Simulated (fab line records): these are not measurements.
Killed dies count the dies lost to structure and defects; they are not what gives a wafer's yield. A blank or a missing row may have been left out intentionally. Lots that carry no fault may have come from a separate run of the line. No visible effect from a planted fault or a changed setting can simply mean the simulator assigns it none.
fab line records | flow nand-harc
record: lots: 24 | wafers: 72 | last-day: 33
route steps=1302 shown P_M0@274 P_M1@305 P_M2@334 P_BONDPAD@365
lots that met no fault: taken from a fault-free run of the same line
start-h: hours from the record's opening day to when the first of the lot's shown wafers began | wait-h: hours since the lot's step before | " the same as in the row above | L1.1+2: a single row standing in for several wafers | - either no value or no given start | * or withheld: withheld | < > ~ a bound
route shown NAME@n: a module of which the file shows steps, and the number in the route of the first | usual: average and standard deviation across the fault-free wafers | same: alike in all rows | chamber/n: place in a boat | sites: the reading at each site | _std_site: standard deviation across them | _edge_site: the outer-site mean with the inner-site mean subtracted | radius-mm: how far each site lies from the wafer's centre | mask NAME#n: copy n | behind: tool/chamber where the wafer was last shaped | hold: what put the lot on hold/how long, in hours/how the hold closed | device: names the non-switching transistor (n, p or np) | end of line: at the end of the route, the tests of the same wafers | a step without rows: its recipe alone | killed: dies that structure and defects cost at the first sort, which is not the same as the wafer's yield | map: the dies of a wafer, with x for killed, . for not killed, _ for no die there
set.NAME: the setting that was run; set.NAME@STEP: the one run at that earlier step | model.NAME: the simulator's own value behind a step, which no gauge read
the route's steps for a sample of lots (tables are steps, rows are wafers)
services: the hour from which a tool's chamber was out of use, counted from the record's first day as start-h (under 0 if before that day), plus the number of hours and why
== steps ==
step: NHARC_P_M0_PVD_20
recipe: target-thk-a: 50 | bias-v: 168.6 | power-w: 15000 | chamber-pressure-pa: 0.12 | time-s: 8.06 | substrate-temp-c: 50 | material: TaN
usual: throttle-valve-pct: 30.2/1
lot.wafer | tool           | chamber | start-h | wait-h | throttle-valve-pct
L074.1    | pvd-sputter-03 | -       | -       | -      | 29.8
L074.5    | "              | -       | "       | "      | 29.3
L074.6    | "              | -       | "       | "      | 28.5
L075.1    | pvd-sputter-02 | -       | -       | -      | 30.1
L075.2    | "              | -       | "       | "      | 31.4
L075.5    | "              | -       | "       | "      | 30.5
L076.1    | pvd-sputter-02 | -       | -       | -      | 29.8
L076.3    | "              | -       | "       | "      | 31.0
L076.5    | "              | -       | "       | "      | 31.5
L077.1    | pvd-sputter-03 | -       | -       | -      | 28.6
L077.2    | "              | -       | "       | "      | 30.0
L077.6    | "              | -       | "       | "      | 29.6
L078.2    | pvd-sputter-01 | -       | -       | -      | 31.0
L078.1    | "              | -       | "       | "      | 30.7
L078.4    | "              | -       | "       | "      | 30.1
L079.4    | pvd-sputter-01 | -       | -       | -      | 30.7
L079.3    | "              | -       | "       | "      | 30.2
L079.2    | "              | -       | "       | "      | 29.1
L080.4    | pvd-sputter-02 | -       | -       | -      | 31.3
L080.2    | "              | -       | "       | "      | 30.7
L080.5    | "              | -       | "       | "      | 30.0
L081.4    | pvd-sputter-01 | -       | -       | -      | 30.3
L081.3    | "              | -       | "       | "      | 30.9
L081.6    | "              | -       | "       | "      | 30.7
L082.2    | pvd-sputter-03 | -       | -       | -      | 30.0
L082.6    | "              | -       | "       | "      | 28.5
L082.5    | "              | -       | "       | "      | 30.2
L083.1    | pvd-sputter-02 | -       | -       | -      | 30.6
L083.6    | "              | -       | "       | "      | 30.6
L083.5    | "              | -       | "       | "      | 32.3
L084.4    | pvd-sputter-03 | -       | -       | -      | 29.4
L084.1    | "              | -       | "       | "      | 28.5
L084.6    | "              | -       | "       | "      | 29.0
L085.3    | pvd-sputter-03 | -       | -       | -      | 29.9
L085.2    | "              | -       | "       | "      | 30.0
L085.5    | "              | -       | "       | "      | 30.1
L086.2    | pvd-sputter-02 | -       | -       | -      | 31.3
L086.1    | "              | -       | "       | "      | 30.7
L086.3    | "              | -       | "       | "      | 30.0
L087.4    | pvd-sputter-03 | -       | -       | -      | 30.1
L087.3    | "              | -       | "       | "      | 28.5
L087.6    | "              | -       | "       | "      | 30.2
L088.1    | pvd-sputter-03 | -       | -       | -      | 29.0
L088.3    | "              | -       | "       | "      | 30.1
L088.6    | "              | -       | "       | "      | 30.1
L089.4    | pvd-sputter-02 | -       | -       | -      | 30.3
L089.1    | "              | -       | "       | "      | 29.7
L089.6    | "              | -       | "       | "      | 30.7
L090.1    | pvd-sputter-03 | -       | -       | -      | 28.4
L090.3    | "              | -       | "       | "      | 30.1
L090.6    | "              | -       | "       | "      | 29.9
L091.1    | pvd-sputter-02 | -       | -       | -      | 32.4
L091.5    | "              | -       | "       | "      | 30.5
L091.6    | "              | -       | "       | "      | 32.3
L092.4    | pvd-sputter-03 | -       | -       | -      | 29.8
L092.3    | "              | -       | "       | "      | 28.7
L092.1    | "              | -       | "       | "      | 29.9
L093.3    | pvd-sputter-01 | -       | -       | -      | 31.6
L093.2    | "              | -       | "       | "      | 29.1
L093.6    | "              | -       | "       | "      | 32.0
L094.4    | pvd-sputter-01 | -       | -       | -      | 30.8
L094.3    | "              | -       | "       | "      | 31.9
L094.6    | "              | -       | "       | "      | 30.8
L095.3    | pvd-sputter-03 | -       | -       | -      | 29.9
L095.2    | "              | -       | "       | "      | 30.2
L095.6    | "              | -       | "       | "      | 29.9
L096.3    | pvd-sputter-01 | -       | -       | -      | 29.2
L096.4    | "              | -       | "       | "      | 30.6
L096.6    | "              | -       | "       | "      | 29.2
L097.3    | pvd-sputter-01 | -       | -       | -      | 30.7
L097.1    | "              | -       | "       | "      | 29.3
L097.6    | "              | -       | "       | "      | 30.8
step: NHARC_P_M1_DEGAS_29
recipe: temp-c: 250 | time-s: 60
usual: heater-power-w: 335/27 | susceptor-temp-C: 250.01/0.16
lot.wafer | tool           | chamber | start-h | wait-h | heater-power-w | susceptor-temp-C
L074.1    | pvd-sputter-01 | -       | 131.59  | -      | 362            | 249.91
L074.5    | "              | -       | "       | "      | 287            | 250.05
L074.6    | "              | -       | "       | "      | 329            | 250.21
L075.2    | pvd-sputter-03 | -       | 139.50  | -      | 316            | 249.75
L075.1    | "              | -       | "       | "      | 365            | 249.83
L075.5    | "              | -       | "       | "      | 359            | 249.96
L076.1    | pvd-sputter-01 | -       | 143.77  | -      | 370            | 249.65
L076.3    | "              | -       | "       | "      | 295            | 250.10
L076.5    | "              | -       | "       | "      | 331            | 250.05
L077.2    | pvd-sputter-02 | -       | 162.43  | -      | 344            | 250.06
L077.1    | "              | -       | "       | "      | 295            | 250.35
L077.6    | "              | -       | "       | "      | 302            | 250.26
L078.4    | pvd-sputter-03 | -       | 163.55  | -      | 351            | 250.27
L078.1    | "              | -       | "       | "      | 315            | 250.08
L078.2    | "              | -       | "       | "      | 357            | 250.03
L079.2    | pvd-sputter-01 | -       | 181.10  | -      | 335            | 249.97
L079.4    | "              | -       | "       | "      | 375            | 249.85
L079.3    | "              | -       | "       | "      | 331            | 250.12
L080.4    | pvd-sputter-03 | -       | 186.48  | -      | 377            | 249.99
L080.2    | "              | -       | "       | "      | 344            | 250.05
L080.5    | "              | -       | "       | "      | 361            | 250.17
L081.4    | pvd-sputter-01 | -       | 196.71  | -      | 360            | 249.84
L081.3    | "              | -       | "       | "      | 340            | 249.94
L081.6    | "              | -       | "       | "      | 330            | 250.21
L082.2    | pvd-sputter-02 | -       | 204.44  | -      | 301            | 250.12
L082.5    | "              | -       | "       | "      | 333            | 249.95
L082.6    | "              | -       | "       | "      | 300            | 249.74
L083.1    | pvd-sputter-03 | -       | 222.23  | -      | 325            | 250.06
L083.5    | "              | -       | "       | "      | 329            | 250.19
L083.6    | "              | -       | "       | "      | 368            | 250.24
L084.4    | pvd-sputter-03 | -       | 229.14  | -      | 371            | 249.85
L084.1    | "              | -       | "       | "      | 363            | 250.32
L084.6    | "              | -       | "       | "      | 342            | 249.95
L085.2    | pvd-sputter-03 | -       | 238.31  | -      | 357            | 250.04
L085.3    | "              | -       | "       | "      | 362            | 250.06
L085.5    | "              | -       | "       | "      | 369            | 249.94
L086.1    | pvd-sputter-01 | -       | 243.87  | -      | 319            | 249.98
L086.3    | "              | -       | "       | "      | 283            | 250.01
L086.2    | "              | -       | "       | "      | 317            | 249.92
L087.4    | pvd-sputter-01 | -       | 267.33  | -      | 287            | 250.16
L087.3    | "              | -       | "       | "      | 306            | 250.02
L087.6    | "              | -       | "       | "      | 365            | 250.10
L088.1    | pvd-sputter-03 | -       | 268.92  | -      | 354            | 249.69
L088.3    | "              | -       | "       | "      | 336            | 250.34
L088.6    | "              | -       | "       | "      | 366            | 250.00
L089.1    | pvd-sputter-03 | -       | 272.60  | -      | 334            | 250.20
L089.4    | "              | -       | "       | "      | 360            | 250.17
L089.6    | "              | -       | "       | "      | 355            | 250.14
L090.1    | pvd-sputter-01 | -       | 288.00  | -      | 287            | 249.94
L090.3    | "              | -       | "       | "      | 362            | 249.84
L090.6    | "              | -       | "       | "      | 286            | 249.76
L091.1    | pvd-sputter-02 | -       | 293.34  | -      | 299            | 249.92
L091.5    | "              | -       | "       | "      | 291            | 250.17
L091.6    | "              | -       | "       | "      | 293            | 249.93
L092.4    | pvd-sputter-02 | -       | 310.52  | -      | 350            | 250.08
L092.3    | "              | -       | "       | "      | 306            | 249.83
L092.1    | "              | -       | "       | "      | 347            | 249.97
L093.3    | pvd-sputter-01 | -       | 310.72  | -      | 286            | 249.87
L093.2    | "              | -       | "       | "      | 316            | 250.19
L093.6    | "              | -       | "       | "      | 284            | 250.09
L094.4    | pvd-sputter-02 | -       | 331.50  | -      | 346            | 249.85
L094.3    | "              | -       | "       | "      | 302            | 249.99
L094.6    | "              | -       | "       | "      | 335            | 250.04
L095.2    | pvd-sputter-03 | -       | 334.91  | -      | 332            | 250.08
L095.3    | "              | -       | "       | "      | 358            | 249.82
L095.6    | "              | -       | "       | "      | 331            | 249.94
L096.3    | pvd-sputter-01 | -       | 348.10  | -      | 352            | 249.95
L096.4    | "              | -       | "       | "      | 316            | 249.73
L096.6    | "              | -       | "       | "      | 308            | 249.77
L097.3    | pvd-sputter-01 | -       | 363.98  | -      | 316            | 250.04
L097.1    | "              | -       | "       | "      | 356            | 250.12
L097.6    | "              | -       | "       | "      | 315            | 250.04
step: NHARC_P_M2_CD_MEAS_16
usual: cd-nm: 169.4/1.1
lot.wafer | tool      | chamber | start-h | wait-h | cd-nm
L074.1    | cd-sem-03 | -       | 135.14  | -      | 169.2
L074.5    | "         | -       | "       | "      | 167.8
L074.6    | "         | -       | "       | "      | 170.7
L075.1    | cd-sem-03 | -       | 142.91  | -      | 168.9
L075.2    | "         | -       | "       | "      | 170.5
L075.5    | "         | -       | "       | "      | 168.2
L076.1    | cd-sem-03 | -       | 147.20  | -      | 168.4
L076.3    | "         | -       | "       | "      | 168.8
L076.5    | "         | -       | "       | "      | 169.1
L077.1    | cd-sem-01 | -       | 166.03  | -      | 171.5
L077.2    | "         | -       | "       | "      | 169.2
L077.6    | "         | -       | "       | "      | 170.8
L078.1    | cd-sem-02 | -       | 167.15  | -      | 169.9
L078.2    | "         | -       | "       | "      | 167.6
L078.4    | "         | -       | "       | "      | 171.3
L079.2    | cd-sem-01 | -       | 184.53  | -      | 168.8
L079.3    | "         | -       | "       | "      | 169.0
L079.4    | "         | -       | "       | "      | 169.4
L080.2    | cd-sem-02 | -       | 189.90  | -      | 170.1
L080.4    | "         | -       | "       | "      | 169.1
L080.5    | "         | -       | "       | "      | 169.2
L081.3    | cd-sem-03 | -       | 200.28  | -      | 167.7
L081.4    | "         | -       | "       | "      | 167.3
L081.6    | "         | -       | "       | "      | 170.5
L082.2    | cd-sem-03 | -       | 207.89  | -      | 169.2
L082.5    | "         | -       | "       | "      | 168.0
L082.6    | "         | -       | "       | "      | 170.3
L083.1    | cd-sem-03 | -       | 225.55  | -      | 169.7
L083.5    | "         | -       | "       | "      | 169.9
L083.6    | "         | -       | "       | "      | 170.1
L084.1    | cd-sem-03 | -       | 232.46  | -      | 168.9
L084.4    | "         | -       | "       | "      | 170.3
L084.6    | "         | -       | "       | "      | 170.8
L085.2    | cd-sem-03 | -       | 241.75  | -      | 167.7
L085.3    | "         | -       | "       | "      | 169.0
L085.5    | "         | -       | "       | "      | 168.3
L086.1    | cd-sem-03 | -       | 247.29  | -      | 167.6
L086.2    | "         | -       | "       | "      | 171.0
L086.3    | "         | -       | "       | "      | 168.4
L087.3    | cd-sem-02 | -       | 270.76  | -      | 168.7
L087.4    | "         | -       | "       | "      | 169.2
L087.6    | "         | -       | "       | "      | 169.6
L088.1    | cd-sem-03 | -       | 272.61  | -      | 171.1
L088.3    | "         | -       | "       | "      | 169.5
L088.6    | "         | -       | "       | "      | 169.7
L089.1    | cd-sem-03 | -       | 276.02  | -      | 167.8
L089.4    | "         | -       | "       | "      | 169.7
L089.6    | "         | -       | "       | "      | 169.4
L090.1    | cd-sem-02 | -       | 291.44  | -      | 168.5
L090.3    | "         | -       | "       | "      | 168.9
L090.6    | "         | -       | "       | "      | 166.9
L091.1    | cd-sem-01 | -       | 296.78  | -      | 169.2
L091.5    | "         | -       | "       | "      | 170.7
L091.6    | "         | -       | "       | "      | 170.6
L092.1    | cd-sem-03 | -       | 313.98  | -      | 170.9
L092.3    | "         | -       | "       | "      | 170.3
L092.4    | "         | -       | "       | "      | 170.7
L093.2    | cd-sem-02 | -       | 314.18  | -      | 169.4
L093.3    | "         | -       | "       | "      | 169.4
L093.6    | "         | -       | "       | "      | 169.4
L094.3    | cd-sem-03 | -       | 334.83  | -      | 169.3
L094.4    | "         | -       | "       | "      | 168.7
L094.6    | "         | -       | "       | "      | 169.2
L095.2    | cd-sem-03 | -       | 338.40  | -      | 169.4
L095.3    | "         | -       | "       | "      | 170.1
L095.6    | "         | -       | "       | "      | 170.6
L096.3    | cd-sem-03 | -       | 351.55  | -      | 169.8
L096.4    | "         | -       | "       | "      | 169.4
L096.6    | "         | -       | "       | "      | 171.1
L097.1    | cd-sem-02 | -       | 367.43  | -      | 167.3
L097.3    | "         | -       | "       | "      | 169.2
L097.6    | "         | -       | "       | "      | 167.9
step: NHARC_P_M2_PVD_21
recipe: target-thk-a: 300 | chamber-pressure-pa: 5 | power-w: 5000 | substrate-temp-c: 30 | time-s: 20.49 | material: Cu
usual: throttle-valve-pct: 30.5/0.97
lot.wafer | tool           | chamber | start-h | wait-h | throttle-valve-pct
L074.1    | pvd-sputter-02 | -       | -       | -      | 29.9
L074.6    | "              | -       | "       | "      | 32.2
L074.5    | "              | -       | "       | "      | 30.0
L075.1    | pvd-sputter-02 | -       | -       | -      | 31.4
L075.2    | "              | -       | "       | "      | 32.0
L075.5    | "              | -       | "       | "      | 31.2
L076.1    | pvd-sputter-02 | -       | -       | -      | 29.7
L076.3    | "              | -       | "       | "      | 31.3
L076.5    | "              | -       | "       | "      | 30.0
L077.2    | pvd-sputter-01 | -       | -       | -      | 31.1
L077.1    | "              | -       | "       | "      | 28.7
L077.6    | "              | -       | "       | "      | 30.4
L078.1    | pvd-sputter-02 | -       | -       | -      | 29.9
L078.4    | "              | -       | "       | "      | 31.3
L078.2    | "              | -       | "       | "      | 30.5
L079.4    | pvd-sputter-02 | -       | -       | -      | 30.6
L079.3    | "              | -       | "       | "      | 32.2
L079.2    | "              | -       | "       | "      | 30.1
L080.4    | pvd-sputter-02 | -       | -       | -      | 29.9
L080.2    | "              | -       | "       | "      | 31.2
L080.5    | "              | -       | "       | "      | 32.4
L081.4    | pvd-sputter-02 | -       | 201.24  | -      | 29.9
L081.3    | "              | -       | "       | "      | 31.1
L081.6    | "              | -       | "       | "      | 29.8
L082.2    | pvd-sputter-01 | -       | -       | -      | 30.6
L082.6    | "              | -       | "       | "      | 30.3
L082.5    | "              | -       | "       | "      | 31.3
L083.1    | pvd-sputter-03 | -       | -       | -      | 30.1
L083.5    | "              | -       | "       | "      | 29.0
L083.6    | "              | -       | "       | "      | 30.3
L084.4    | pvd-sputter-02 | -       | -       | -      | 32.3
L084.1    | "              | -       | "       | "      | 30.6
L084.6    | "              | -       | "       | "      | 31.9
L085.2    | pvd-sputter-02 | -       | -       | -      | 30.6
L085.3    | "              | -       | "       | "      | 32.4
L085.5    | "              | -       | "       | "      | 31.2
L086.3    | pvd-sputter-01 | -       | -       | -      | 30.4
L086.1    | "              | -       | "       | "      | 31.9
L086.2    | "              | -       | "       | "      | 29.1
L087.3    | pvd-sputter-01 | -       | -       | -      | 30.4
L087.4    | "              | -       | "       | "      | 31.6
L087.6    | "              | -       | "       | "      | 29.3
L088.1    | pvd-sputter-01 | -       | -       | -      | 32.0
L088.3    | "              | -       | "       | "      | 31.1
L088.6    | "              | -       | "       | "      | 29.0
L089.4    | pvd-sputter-03 | -       | -       | -      | 30.2
L089.1    | "              | -       | "       | "      | 29.8
L089.6    | "              | -       | "       | "      | 30.2
L090.3    | pvd-sputter-01 | -       | -       | -      | 31.6
L090.1    | "              | -       | "       | "      | 30.4
L090.6    | "              | -       | "       | "      | 31.6
L091.1    | pvd-sputter-03 | -       | -       | -      | 29.4
L091.5    | "              | -       | "       | "      | 28.6
L091.6    | "              | -       | "       | "      | 29.9
L092.1    | pvd-sputter-03 | -       | -       | -      | 28.7
L092.4    | "              | -       | "       | "      | 29.7
L092.3    | "              | -       | "       | "      | 30.0
L093.2    | pvd-sputter-02 | -       | -       | -      | 30.9
L093.3    | "              | -       | "       | "      | 31.3
L093.6    | "              | -       | "       | "      | 30.2
L094.3    | pvd-sputter-01 | -       | -       | -      | 30.9
L094.4    | "              | -       | "       | "      | 30.7
L094.6    | "              | -       | "       | "      | 30.6
L095.3    | pvd-sputter-03 | -       | -       | -      | 29.2
L095.2    | "              | -       | "       | "      | 28.2
L095.6    | "              | -       | "       | "      | 30.1
L096.4    | pvd-sputter-02 | -       | -       | -      | 30.7
L096.3    | "              | -       | "       | "      | 31.3
L096.6    | "              | -       | "       | "      | 31.2
L097.1    | pvd-sputter-02 | -       | -       | -      | 31.3
L097.3    | "              | -       | "       | "      | 30.2
L097.6    | "              | -       | "       | "      | 31.1
step: NHARC_P_BONDPAD_OVL_MEAS_38
usual: overlay-x-nm: 0/5.2 | overlay-y-nm: 3/6.4
lot.wafer | tool       | chamber | start-h | wait-h | overlay-x-nm | overlay-y-nm
L074.1    | overlay-02 | -       | 139.41  | -      | -2           | 5
L074.5    | "          | -       | "       | "      | -2           | 5
L074.6    | "          | -       | "       | "      | -2           | 5
L075.1    | overlay-01 | -       | 147.24  | -      | 0            | -2
L075.2    | "          | -       | "       | "      | 1            | -2
L075.5    | "          | -       | "       | "      | 1            | -2
L076.1    | overlay-02 | -       | 151.27  | -      | 7            | 12
L076.3    | "          | -       | "       | "      | 7            | 12
L076.5    | "          | -       | "       | "      | 7            | 12
L077.1    | overlay-01 | -       | 170.26  | -      | 6            | -1
L077.2    | "          | -       | "       | "      | 5            | -1
L077.6    | "          | -       | "       | "      | 5            | -1
L078.1    | overlay-02 | -       | 171.60  | -      | -1           | -7
L078.2    | "          | -       | "       | "      | -1           | -7
L078.4    | "          | -       | "       | "      | 0            | -7
L079.2    | overlay-02 | -       | 188.66  | -      | 4            | -1
L079.3    | "          | -       | "       | "      | 5            | -1
L079.4    | "          | -       | "       | "      | 4            | -1
L080.2    | overlay-02 | -       | 196.12  | -      | -8           | 1
L080.4    | "          | -       | "       | "      | -9           | 1
L080.5    | "          | -       | "       | "      | -9           | 1
L081.3    | overlay-01 | -       | 204.44  | -      | 0            | 3
L081.4    | "          | -       | "       | "      | 0            | 3
L081.6    | "          | -       | "       | "      | 0            | 3
L082.2    | overlay-02 | -       | 212.08  | -      | -1           | 6
L082.5    | "          | -       | "       | "      | -1           | 6
L082.6    | "          | -       | "       | "      | -1           | 5
L083.1    | overlay-02 | -       | 229.85  | -      | 8            | -4
L083.5    | "          | -       | "       | "      | 8            | -3
L083.6    | "          | -       | "       | "      | 7            | -3
L084.1    | overlay-01 | -       | 236.61  | -      | -2           | 13
L084.4    | "          | -       | "       | "      | -2           | 14
L084.6    | "          | -       | "       | "      | -1           | 13
L085.2    | overlay-01 | -       | 245.92  | -      | 0            | 5
L085.3    | "          | -       | "       | "      | 0            | 5
L085.5    | "          | -       | "       | "      | 1            | 5
L086.1    | overlay-01 | -       | 251.47  | -      | -12          | 22
L086.2    | "          | -       | "       | "      | -12          | 22
L086.3    | "          | -       | "       | "      | -12          | 22
L087.3    | overlay-02 | -       | 274.88  | -      | 0            | 1
L087.4    | "          | -       | "       | "      | 0            | 1
L087.6    | "          | -       | "       | "      | 0            | 1
L088.1    | overlay-01 | -       | 276.90  | -      | -1           | 2
L088.3    | "          | -       | "       | "      | -1           | 2
L088.6    | "          | -       | "       | "      | -1           | 2
L089.1    | overlay-02 | -       | 280.01  | -      | -2           | 9
L089.4    | "          | -       | "       | "      | -2           | 9
L089.6    | "          | -       | "       | "      | -2           | 9
L090.1    | overlay-02 | -       | 295.58  | -      | -4           | 4
L090.3    | "          | -       | "       | "      | -5           | 3
L090.6    | "          | -       | "       | "      | -4           | 4
L091.1    | overlay-02 | -       | 300.92  | -      | -4           | -6
L091.5    | "          | -       | "       | "      | -4           | -5
L091.6    | "          | -       | "       | "      | -3           | -6
L092.1    | overlay-01 | -       | 318.15  | -      | -3           | -2
L092.3    | "          | -       | "       | "      | -4           | -1
L092.4    | "          | -       | "       | "      | -3           | -2
L093.2    | overlay-02 | -       | 318.49  | -      | 3            | 2
L093.3    | "          | -       | "       | "      | 3            | 2
L093.6    | "          | -       | "       | "      | 4            | 2
L094.3    | overlay-02 | -       | 338.97  | -      | -3           | 2
L094.4    | "          | -       | "       | "      | -3           | 2
L094.6    | "          | -       | "       | "      | -3           | 1
L095.2    | overlay-01 | -       | 342.42  | -      | 5            | -6
L095.3    | "          | -       | "       | "      | 5            | -6
L095.6    | "          | -       | "       | "      | 5            | -6
L096.3    | overlay-02 | -       | 355.89  | -      | 3            | 5
L096.4    | "          | -       | "       | "      | 3            | 5
L096.6    | "          | -       | "       | "      | 3            | 3
L097.1    | overlay-02 | -       | 371.63  | -      | 12           | 4
L097.3    | "          | -       | "       | "      | 12           | 3
L097.6    | "          | -       | "       | "      | 12           | 3
step: NHARC_P_BONDPAD_CD_MEAS_13
usual: cd-nm: 499.8/2.9
lot.wafer | tool      | chamber | start-h | wait-h | cd-nm
L074.1    | cd-sem-02 | -       | 139.89  | -      | 504.7
L074.5    | "         | -       | "       | "      | 500.3
L074.6    | "         | -       | "       | "      | 499.1
L075.1    | cd-sem-02 | -       | 147.68  | -      | 495.2
L075.2    | "         | -       | "       | "      | 500.1
L075.5    | "         | -       | "       | "      | 496.4
L076.1    | cd-sem-01 | -       | 151.71  | -      | 496.5
L076.3    | "         | -       | "       | "      | 497.2
L076.5    | "         | -       | "       | "      | 499.2
L077.1    | cd-sem-03 | -       | 170.74  | -      | 499.5
L077.2    | "         | -       | "       | "      | 496.2
L077.6    | "         | -       | "       | "      | 503.2
L078.1    | cd-sem-01 | -       | 172.06  | -      | 500.5
L078.2    | "         | -       | "       | "      | 494.9
L078.4    | "         | -       | "       | "      | 503.3
L079.2    | cd-sem-03 | -       | 189.10  | -      | 504.7
L079.3    | "         | -       | "       | "      | 507.3
L079.4    | "         | -       | "       | "      | 505.5
L080.2    | cd-sem-02 | -       | 196.56  | -      | 500.3
L080.4    | "         | -       | "       | "      | 501.2
L080.5    | "         | -       | "       | "      | 498.7
L081.3    | cd-sem-01 | -       | 204.89  | -      | 498.3
L081.4    | "         | -       | "       | "      | 504.9
L081.6    | "         | -       | "       | "      | 497.4
L082.2    | cd-sem-02 | -       | 212.52  | -      | 500.7
L082.5    | "         | -       | "       | "      | 504.8
L082.6    | "         | -       | "       | "      | 502.8
L083.1    | cd-sem-03 | -       | 230.29  | -      | 497.6
L083.5    | "         | -       | "       | "      | 505.5
L083.6    | "         | -       | "       | "      | 503.9
L084.1    | cd-sem-02 | -       | 237.07  | -      | 498.0
L084.4    | "         | -       | "       | "      | 498.9
L084.6    | "         | -       | "       | "      | 497.5
L085.2    | cd-sem-03 | -       | 246.36  | -      | 499.8
L085.3    | "         | -       | "       | "      | 494.9
L085.5    | "         | -       | "       | "      | 497.9
L086.1    | cd-sem-03 | -       | 251.91  | -      | 498.0
L086.2    | "         | -       | "       | "      | 499.2
L086.3    | "         | -       | "       | "      | 498.5
L087.3    | cd-sem-03 | -       | 275.32  | -      | 502.4
L087.4    | "         | -       | "       | "      | 503.9
L087.6    | "         | -       | "       | "      | 501.7
L088.1    | cd-sem-01 | -       | 277.34  | -      | 499.0
L088.3    | "         | -       | "       | "      | 499.6
L088.6    | "         | -       | "       | "      | 503.2
L089.1    | cd-sem-01 | -       | 280.50  | -      | 501.1
L089.4    | "         | -       | "       | "      | 499.2
L089.6    | "         | -       | "       | "      | 501.3
L090.1    | cd-sem-03 | -       | 296.02  | -      | 498.7
L090.3    | "         | -       | "       | "      | 498.6
L090.6    | "         | -       | "       | "      | 500.0
L091.1    | cd-sem-03 | -       | 301.41  | -      | 494.2
L091.5    | "         | -       | "       | "      | 498.7
L091.6    | "         | -       | "       | "      | 499.7
L092.1    | cd-sem-01 | -       | 318.59  | -      | 504.1
L092.3    | "         | -       | "       | "      | 497.6
L092.4    | "         | -       | "       | "      | 501.9
L093.2    | cd-sem-01 | -       | 318.93  | -      | 500.0
L093.3    | "         | -       | "       | "      | 499.6
L093.6    | "         | -       | "       | "      | 498.8
L094.3    | cd-sem-01 | -       | 339.41  | -      | 497.4
L094.4    | "         | -       | "       | "      | 503.9
L094.6    | "         | -       | "       | "      | 497.7
L095.2    | cd-sem-03 | -       | 342.86  | -      | 501.4
L095.3    | "         | -       | "       | "      | 504.2
L095.6    | "         | -       | "       | "      | 502.2
L096.3    | cd-sem-03 | -       | 356.33  | -      | 498.7
L096.4    | "         | -       | "       | "      | 501.0
L096.6    | "         | -       | "       | "      | 502.8
L097.1    | cd-sem-03 | -       | 372.08  | -      | 498.6
L097.3    | "         | -       | "       | "      | 501.2
L097.6    | "         | -       | "       | "      | 497.6
== services ==
tool           | chamber | start-h | hours | kind
pvd-sputter-01 | -       | 105.21  | 16.9  | repair
pvd-sputter-02 | -       | 122.23  | 10.0  | pm
pvd-sputter-03 | -       | 146.82  | 1.5   | repair
pvd-sputter-03 | -       | 170.00  | 10.0  | pm
pvd-sputter-01 | -       | 226.03  | 10.0  | pm
pvd-sputter-03 | -       | 280.58  | 1.5   | repair
pvd-sputter-02 | -       | 300.23  | 10.0  | pm
pvd-sputter-01 | -       | 314.73  | 1.0   | repair
pvd-sputter-02 | -       | 320.66  | 2.5   | repair
pvd-sputter-01 | -       | 321.14  | 2.1   | repair
pvd-sputter-01 | -       | 329.18  | 1.4   | repair
pvd-sputter-03 | -       | 348.00  | 10.0  | pm
== key ==
fault none
